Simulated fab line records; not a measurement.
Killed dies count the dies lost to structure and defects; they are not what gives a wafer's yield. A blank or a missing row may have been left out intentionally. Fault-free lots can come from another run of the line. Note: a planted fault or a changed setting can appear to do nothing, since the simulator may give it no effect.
fab line records | flow nand-harc
record: lots: 13 wafers: 39 last-day: 24
route steps=1159 shown A_STAIRCASE@666 END@1159
lots with no fault: from the same line, run without faults
start-h: hours from the record's opening day to when the first of the lot's shown wafers began | wait-h: hours since the lot's step before | " as in the row above | L1.1+2: one row covering several wafers at once | - no value present, or no start provided | * or withheld: withheld | < > ~ a bound
route shown NAME@n: names a module that has steps shown in the file, with the first one's number in the route | usual: mean and standard deviation over wafers with no fault | same: alike in all rows | chamber/n: place in a boat | sites: per-site readings | _std_site: standard deviation across them | _edge_site: mean of outer sites minus mean of inner sites | radius-mm: for every site, how far away it sits from the centre of the wafer | mask NAME#n: copy n | behind: tool/chamber where the wafer was last shaped | hold: why the lot was held/for how many hours/how that ended | device: the n, p or np transistor that did not switch | end of line: at the end of the route, the tests of the same wafers | step lacking rows: just its recipe | killed: not the wafer's yield, but the dies lost to structure and defects at the first sort | map: dies across one wafer; x = killed, . = not, _ = none there
set.NAME: the setting the step ran with; set.NAME@STEP: the setting that earlier step ran with | model.NAME: the simulator's own value behind a step, which no gauge read
the route's steps for a sample of lots (tables are steps, rows are wafers)
services: a tool's chamber out of use, with start hour (start-h, from the record's first day; less than 0 if before it), hours out, and reason
== steps ==
step: NHARC_A_STAIRCASE_HM_OPEN_460
recipe: o2-flow-sccm: 400 cos-flow-sccm: 20 ar-flow-sccm: 0 rf-w: 500 bias-w: 300 chemistry: O2/COS
usual: drypump-motor-current-A: 5.8/0.41 oes-product-au: 1.005/0.015 rf-vpp-V: 467/4.1 showerhead-plenum-p-Torr: 3.12/0.19 throttle-valve-pct: 28.330/0.0094
columns lot.wafer tool chamber start-h wait-h drypump-motor-current-A oes-product-au rf-hours-counter-h rf-vpp-V showerhead-plenum-p-Torr throttle-valve-pct
L463.2 rie-diel-13 2 - - 6.4 1.017 60 462 2.92 28.334
L463.3 " 0 " " 5.5 1.036 58 472 3.34 28.328
L463.5 " 2 " " 6.4 1.008 - 463 2.92 28.327
L464.2 rie-diel-12 3 - - 6.0 1.013 22 462 2.94 28.317
L464.4 " 1 " " 6.0 1.018 17 467 3.03 28.323
L464.3 " 2 " " 6.2 0.999 20 463 2.94 28.318
L468.1 rie-diel-13 0 - - 5.4 1.027 1 472 3.34 28.339
L468.6 " 3 " " 6.3 1.017 - 471 3.25 28.334
L468.5 " 0 " " 5.5 1.036 - 471 3.34 28.326
L471.1 rie-diel-01 2 - - 5.7 0.982 55 473 3.37 28.334
L471.4 " 1 " " 5.9 0.975 57 467 3.05 28.343
L471.5 " 2 " " 5.7 0.971 - 473 3.37 28.337
L472.1 rie-diel-01 0 - - 5.4 0.992 51 463 2.90 28.319
L472.2 " 1 " " 5.9 0.974 58 466 3.05 28.327
L472.6 " 2 " " 5.7 0.981 - 472 3.37 28.330
L473.4 rie-diel-12 2 - - 6.2 1.019 34 463 2.93 28.321
L473.3 " 3 " " 6.0 1.021 35 463 2.93 28.335
L473.6 " 1 " " 6.1 1.027 - 468 3.02 28.333
L478.1 rie-diel-01 2 - - 5.7 1.008 8 473 3.36 28.334
L478.4 " 0 " " 5.4 1.009 8 474 3.37 28.331
L478.3 " 1 " " 5.9 1.000 8 466 3.04 28.331
L480.4 rie-diel-01 0 - - 5.4 0.989 9 472 3.37 28.307
L480.5 " 1 " " 5.9 0.974 - 465 3.04 28.333
L480.6 " 2 " " 5.7 0.993 - 473 3.36 28.327
L479.3 rie-diel-12 2 - - 6.2 0.999 53 463 2.92 28.355
L479.5 " 3 " " 6.0 1.013 - 462 2.92 28.331
L479.6 " 0 " " 5.1 0.996 - 474 3.35 28.327
L481.3 rie-diel-12 2 - - 6.2 1.009 55 462 2.92 28.320
L481.4 " 0 " " 5.2 0.989 55 473 3.34 28.312
L481.6 " 2 " " 6.2 1.015 - 462 2.92 28.318
L483.4 rie-diel-12 1 - - 6.1 1.009 51 465 3.01 28.330
L483.5 " 2 " " 6.2 1.007 - 464 2.92 28.316
L483.6 " 3 " " 6.0 1.013 - 462 2.92 28.327
L484.1 rie-diel-13 2 - - 6.5 1.019 34 463 2.90 28.332
L484.5 " 1 " " 5.3 1.003 - 470 3.23 28.333
L484.6 " 2 " " 6.5 1.017 - 463 2.90 28.329
L486.3 rie-diel-13 2 - - 6.4 1.007 41 463 2.90 28.318
L486.1 " 3 " " 6.3 1.010 46 470 3.23 28.320
L486.6 " 0 " " 5.5 0.992 - 471 3.32 28.335
step: NHARC_A_STAIRCASE_HM_DEP_462
recipe: target-thk-a: 8000 temp-c: 400 material: aC
usual: throttle-valve-pct: 35.000/0.0083
columns lot.wafer tool chamber start-h wait-h throttle-valve-pct
L463.2 acl-dep-03 0 261.54 0.4 34.993
L463.3 " 0 " " 35.019
L463.5 " 0 " " 34.988
L464.2 acl-dep-01 0 271.64 1.2 35.004
L464.3 " 0 " " 35.016
L464.4 " 0 " " 35.007
L468.1 acl-dep-01 0 290.53 0.1 34.993
L468.5 " 0 291.73 1.3 34.997
L468.6 " 0 " " 34.988
L471.1 acl-dep-01 0 307.81 1.7 34.981
L471.4 " 0 " " 35.005
L471.5 " 0 " " 34.999
L472.1 acl-dep-02 0 310.61 0.1 35.004
L472.2 " 0 " " 35.003
L472.6 " 0 312.12 1.6 35.004
L473.3 acl-dep-01 0 311.18 0.7 34.995
L473.4 " 0 " " 34.997
L473.6 " 0 " " 34.990
L478.1 acl-dep-03 0 352.01 1.4 34.993
L478.3 " 0 " " 34.991
L478.4 " 0 " " 35.002
L480.4 acl-dep-03 0 358.45 4.2 35.006
L480.5 " 0 " " 35.000
L480.6 " 0 " " 35.005
L479.3 acl-dep-01 0 361.14 4.6 34.995
L479.5 " 0 " " 35.003
L479.6 " 0 " " 35.008
L481.3 acl-dep-03 0 363.80 3.9 34.995
L481.4 " 0 " " 35.000
L481.6 " 0 " " 34.996
L483.4 acl-dep-01 0 371.91 2.9 35.006
L483.5 " 0 " " 35.006
L483.6 " 0 " " 35.005
L484.1 acl-dep-03 0 381.64 0.1 35.000
L484.5 " 0 382.86 1.3 34.985
L484.6 " 0 " " 35.003
L486.1 acl-dep-02 0 395.73 0.1 35.004
L486.3 " 0 " " 34.987
L486.6 " 0 " " 35.001
step: NHARC_A_STAIRCASE_ETCH_315
recipe: target-depth-a: 25000 time-s: 607.1 ion-energy-ev: 800 c4f8-flow-sccm: 80 o2-flow-sccm: 60 ar-flow-sccm: withheld rf-w: 600 bias-w: 3000 chemistry: C4F8/O2/Ar
usual: oes-product-au: 0.937/0.015 rf-vpp-V: 1825/15
columns lot.wafer tool chamber start-h wait-h oes-product-au rf-hours-counter-h rf-vpp-V
L463.2 rie-diel-12 1 - - 0.950 16 1818
L463.3 " 3 " " 0.942 20 1810
L463.5 " 2 " " 0.945 - 1812
L464.2 rie-diel-01 2 - - 0.917 45 1806
L464.4 " 3 " " 0.935 49 1817
L464.3 " 0 " " 0.922 39 1809
L468.1 rie-diel-01 0 - - 0.937 47 1807
L468.6 " 3 " " 0.941 - 1816
L468.5 " 1 " " 0.907 - 1820
L471.1 rie-diel-01 1 - - 0.898 61 1822
L471.4 " 2 " " 0.910 57 1847
L471.5 " 1 " " 0.893 - 1821
L473.3 rie-diel-13 3 - - 0.935 13 1837
L473.4 " 1 " " 0.936 10 1838
L473.6 " 3 " " 0.930 - 1837
L472.2 rie-diel-12 1 - - 0.964 33 1818
L472.1 " 3 " " 0.953 37 1812
L472.6 " 2 " " 0.944 - 1811
L478.1 rie-diel-01 3 - - 0.922 14 1815
L478.3 " 0 " " 0.924 14 1844
L478.4 " 1 " " 0.912 14 1821
L480.4 rie-diel-13 1 - - 0.951 28 1837
L480.6 " 1 " " 0.956 - 1837
L480.5 " 2 " " 0.943 - 1809
L479.3 rie-diel-01 3 - - 0.916 17 1816
L479.5 " 0 " " 0.916 - 1846
L479.6 " 1 " " 0.923 - 1821
L481.3 rie-diel-01 0 - - 0.924 18 1846
L481.4 " 1 " " 0.914 17 1819
L481.6 " 0 " " 0.920 - 1845
L483.4 rie-diel-13 3 - - 0.941 37 1836
L483.6 " 0 " " 0.956 - 1845
L483.5 " 1 " " 0.935 - 1835
L484.1 rie-diel-13 3 - - 0.956 43 1837
L484.6 " 2 " " 0.962 - 1808
L484.5 " 3 " " 0.954 - 1836
L486.1 rie-diel-13 1 - - 0.924 42 1835
L486.3 " 2 " " 0.944 42 1807
L486.6 " 2 " " 0.931 - 1808
step: NHARC_A_STAIRCASE_ALD_420
recipe: target-thk-a: 200 pulse-time-s: 6 ald-cycles: 200 temp-c: 300 material: SiO2
usual: ald-cycles: 200/0 heater-power-outer-w: 271/33 heater-power-w: 484/56 precursor-pulse-height-rel: 1.001/0.019
columns lot.wafer tool chamber start-h wait-h ald-cycles heater-power-outer-w heater-power-w precursor-pulse-height-rel
L463.3 ald-hk-03 2 272.30 - 200 276 461 1.031
L463.2 " 0 " " 200 245 402 0.991
L463.5 " 2 " " 200 270 471 1.015
L464.3 ald-hk-03 2 283.12 - 200 263 469 1.007
L464.2 " 3 " " 200 309 503 1.021
L464.4 " 0 " " 200 249 406 1.034
L468.1 ald-hk-04 0 303.53 - 200 235 406 0.978
L468.5 " 1 " " 200 318 549 0.991
L468.6 " 2 " " 200 238 403 0.994
L471.4 ald-hk-03 3 320.10 - - - - -
L471.1 " 1 " " - - - -
L471.5 " 3 " " - - - -
L472.1 ald-hk-02 0 320.10 - - - - -
L472.2 " 3 " " - - - -
L472.6 " 0 " " - - - -
L473.4 ald-hk-04 3 320.26 - - - - -
L473.3 " 0 " " - - - -
L473.6 " 2 " " - - - -
L478.4 ald-hk-02 0 365.13 - 200 321 594 0.999
L478.1 " 1 " " 200 241 450 0.987
L478.3 " 2 " " 200 273 507 0.999
L480.4 ald-hk-03 2 368.17 - 200 267 461 0.960
L480.5 " 2 " " 200 271 468 1.023
L480.6 " 3 " " 200 304 512 0.997
L481.4 ald-hk-03 0 372.13 - 200 267 439 0.989
L481.3 " 1 " " 200 277 526 1.027
L481.6 " 0 " " 200 272 440 1.029
L479.3 ald-hk-02 3 372.28 - 200 219 444 1.001
L479.5 " 1 " " 200 237 436 0.962
L479.6 " 2 " " 200 266 502 0.996
L483.4 ald-hk-03 1 382.13 - 200 269 544 1.023
L483.5 " 0 " " 200 270 444 0.978
L483.6 " 1 " " 200 270 532 1.008
L484.1 ald-hk-03 1 394.35 - 200 276 541 1.007
L484.5 " 1 395.61 - 200 275 529 1.008
L484.6 " 2 " " 200 274 463 1.032
L486.1 ald-hk-02 3 407.62 - 200 220 445 1.023
L486.3 " 1 " " 200 245 428 0.976
L486.6 " 3 " " 200 231 447 1.001
step: NHARC_END_SORT_01
recipe: temp-c: 25
usual: killed-at-array: 26/9.7 killed-at-other: 1.0/1.2 killed-at-periphery: 3.9/2.6 killed-dies: 31/9.7 killed-open: 3.2/1.8 killed-short: 2.0/1.3
same: gross-dies: 677
columns lot.wafer tool chamber start-h wait-h killed-at-array killed-at-other killed-at-periphery killed-dies killed-open killed-short
L473.3 prober-02 0 485.90 3.1 675 0 2 677 5 2
L473.4 prober-02 0 486.71 3.4 674 0 3 677 3 2
L473.6 prober-02 0 488.34 4.1 668 1 8 677 4 2
L471.1 prober-02 0 492.07 2.4 673 0 4 677 3 0
L471.4 prober-02 0 494.46 3.4 671 1 5 677 6 2
L471.5 prober-02 0 495.26 3.7 673 2 2 677 3 2
L472.1 prober-01 0 496.32 2.5 671 2 4 677 7 2
L472.2 prober-01 0 497.11 2.8 676 1 0 677 4 2
L472.6 prober-01 0 500.30 4.0 673 2 2 677 1 0
killed by level:class
L473.3 A_STAIRCASE:area-ald=644 A_CHANNEL_HOLE_D1:chamber-film-flake=16 A_CONTACT:chamber-film-flake=4 A_CHANNEL_FILL_D1:geometric-particle:open=2 P_M1:chamber-film-flake=2 A_STAIRCASE:chamber-film-flake=2 A_SOURCE_PLATE:geometric-particle:open=1 A_SOURCE_PLATE:geometric-particle:short=1
L473.4 A_STAIRCASE:area-ald=644 A_CHANNEL_HOLE_D1:chamber-film-flake=14 A_CONTACT:chamber-film-flake=8 P_M1:chamber-film-flake=3 A_CONTACT:geometric-particle:open=2 A_STAIRCASE:chamber-film-flake=2 A_CHANNEL_FILL_D1:geometric-particle:short=1 A_SGD_CUT:geometric-particle:open=1
L473.6 A_STAIRCASE:area-ald=640 A_CHANNEL_HOLE_D1:chamber-film-flake=16 P_M1:chamber-film-flake=6 A_CONTACT:chamber-film-flake=4 A_M0:geometric-particle:open=2 A_WL_FILL:chamber-film-flake=2 P_GATE:geometric-particle:open=1 A_ONON_D1:geometric-particle:short=1
L471.1 A_STAIRCASE:area-ald=646 A_CHANNEL_HOLE_D1:chamber-film-flake=14 A_SLIT:chamber-film-flake=6 P_ZERO_WELL:chamber-film-flake=3 A_STAIRCASE:chamber-film-flake=2 A_CHANNEL_FILL_D1:geometric-particle:open=1 A_SLIT:geometric-particle:open=1 A_CONTACT:geometric-particle:open=1
L471.4 A_STAIRCASE:area-ald=631 A_CHANNEL_HOLE_D1:chamber-film-flake=15 A_SLIT:chamber-film-flake=11 P_ZERO_WELL:chamber-film-flake=4 A_STAIRCASE:chamber-film-flake=3 A_SGD_CUT:chamber-film-flake=2 A_CONTACT:chamber-film-flake=2 P_CONTACT:geometric-particle:open=1
L471.5 A_STAIRCASE:area-ald=646 A_CHANNEL_HOLE_D1:chamber-film-flake=9 A_SLIT:chamber-film-flake=9 A_STAIRCASE:chamber-film-flake=3 A_CONTACT:chamber-film-flake=3 P_M1:geometric-particle:open=1 A_SOURCE_PLATE:geometric-particle:short=1 A_ONON_D1:geometric-particle:open=1
L472.1 A_STAIRCASE:area-ald=650 A_SLIT:chamber-film-flake=6 A_CONTACT:chamber-film-flake=5 P_CONTACT:geometric-particle:open=2 A_CHANNEL_HOLE_D1:chamber-film-flake=2 A_STAIRCASE:chamber-film-flake=2 THIN_TSV:chamber-film-flake=2 P_GATE:geometric-particle:open=1
L472.2 A_STAIRCASE:area-ald=643 A_SLIT:chamber-film-flake=18 A_CHANNEL_HOLE_D1:chamber-film-flake=3 A_CONTACT:chamber-film-flake=3 A_STAIRCASE:chamber-film-flake=2 A_ONON_D1:geometric-particle:open=1 A_CHANNEL_FILL_D1:geometric-particle:open=1 A_CHANNEL_FILL_D1:geometric-particle:short=1
L472.6 A_STAIRCASE:area-ald=651 A_SLIT:chamber-film-flake=10 A_STAIRCASE:chamber-film-flake=4 A_WL_FILL:chamber-film-flake=4 A_CHANNEL_HOLE_D1:chamber-film-flake=2 THIN_TSV:chamber-film-flake=2 A_SOURCE_PLATE:geometric-particle:open=1 P_ZERO_WELL:chamber-film-flake=1
== services ==
columns tool chamber start-h hours kind
rie-diel-01 0 236.41 21.0 repair
ald-hk-03 - 243.98 1.1 repair
rie-diel-01 1 244.95 - clean
rie-diel-01 2 244.95 - clean
rie-diel-01 3 244.95 - clean
ald-hk-02 - 255.91 1.1 repair
rie-diel-01 0 269.45 - clean
rie-diel-01 1 269.45 - clean
rie-diel-01 2 269.45 - clean
rie-diel-01 3 269.45 - clean
rie-diel-13 - 276.00 9.0 pm
ald-hk-02 - 280.66 10.0 pm
rie-diel-01 2 289.38 - consumable-replace:showerhead
rie-diel-01 2 289.38 9.0 scheduled-down
rie-diel-01 2 289.38 9.0 vent-cycle
acl-dep-01 - 292.33 13.0 pm
rie-diel-01 0 294.02 - clean
rie-diel-01 1 294.02 - clean
rie-diel-01 3 294.02 - clean
rie-diel-01 - 316.00 9.0 pm
ald-hk-04 - 339.55 1.0 repair
acl-dep-02 - 350.85 13.0 pm
rie-diel-01 1 369.10 7.0 repair
rie-diel-12 - 379.58 9.0 pm
== key ==
first-sign: step: NHARC_A_STAIRCASE_ALD_420 reading: tool-record direction: missing
effect: step: NHARC_END_SORT_01 reading: killed-at-array direction: up sigmas: 67 usual: 26 struck: 673
more-kills-born-at: NHARC_A_STAIRCASE_ALD_420@ald-hk-02: 1944 NHARC_A_STAIRCASE_ALD_420@ald-hk-04: 1928 NHARC_A_STAIRCASE_ALD_420@ald-hk-03: 1923
met-at NHARC_A_STAIRCASE_ALD_420
struck-lots L471,L472,L473
later-rows-left-out L471.1,L471.4,L471.5,L472.1,L472.2,L472.6,L473.3,L473.4,L473.6
tester-left-out L471,L472,L473
not-acting-at NHARC_A_STAIRCASE_HM_OPEN_460,NHARC_A_STAIRCASE_HM_DEP_462,NHARC_A_STAIRCASE_ETCH_315
onset-between 303.53 320.10
fault: kind: skipped-step-whole tool: ald-hk-02,ald-hk-03,ald-hk-04 chamber: - onset-h: 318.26 steps: NHARC_A_STAIRCASE_ALD_420 scope: struck-lots-only
tester-left-out: of these lots the tester's yield and bins aren't shown, on N5 and GAA mostly nor the transistor test; their killed dies are dies lost to structure and defects alone, not to doping, threshold or leakage, so they don't give the yield
later-rows-left-out: the simulator's readings of these wafers behind a module that went badly wrong aren't trusted and aren't shown, but for the sort
